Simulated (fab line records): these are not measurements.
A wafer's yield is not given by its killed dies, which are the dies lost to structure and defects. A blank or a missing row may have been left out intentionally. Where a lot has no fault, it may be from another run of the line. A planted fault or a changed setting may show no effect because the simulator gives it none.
Chamber matching | flow n5-finfet | N5_BEOL_M8_STRIP_67 on rie-diel-06: 4 sister chambers
The step strips in CF4. 4 wafers are shown with their chamber, then 7 later ones without.

EACH WAFER AND ITS CHAMBER
wafer  | chamber | drypump-motor-current-A (A)
L078.2 | 2       | 5.77
L086.4 | 3       | 5.26
L088.2 | 1       | 5.61
L088.5 | 0       | 5.59

WAFERS WITHOUT THEIR CHAMBER
wafer  | drypump-motor-current-A (A)
L088.6 | 5.60
L095.1 | 5.73
L095.4 | 5.57
L095.5 | 5.28
L097.1 | 5.56
L097.5 | 5.75
L097.6 | 5.26

THE CHAMBER EACH PASSED THROUGH
wafer  | from the rows above     | in truth
L088.6 | can't be placed: 0 or 1 | 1
L095.1 | 2                       | 2
L095.4 | can't be placed: 0 or 1 | 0
L095.5 | 3                       | 3
L097.1 | can't be placed: 0 or 1 | 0
L097.5 | 2                       | 2
L097.6 | 3                       | 3
Correct placement for 4 of the 7. These rows do not allow placing 3 (true chamber among the candidates in 3). Number placed wrongly: 0.
How it was worked out, from the rows above alone: a wafer's distance from a chamber is the root of the sum, over the readings, of the square of ((its reading less the chamber's mean) divided by the reading's scatter). The wafer belongs to the nearest chamber; if the next one is less than 2 further off, it can't be placed. For every chamber, the mean is computed from those of its wafers that are shown. The scatter: with one shown wafer a chamber, the root of the mean of the squares of how far each hidden wafer lies from its nearest shown one.
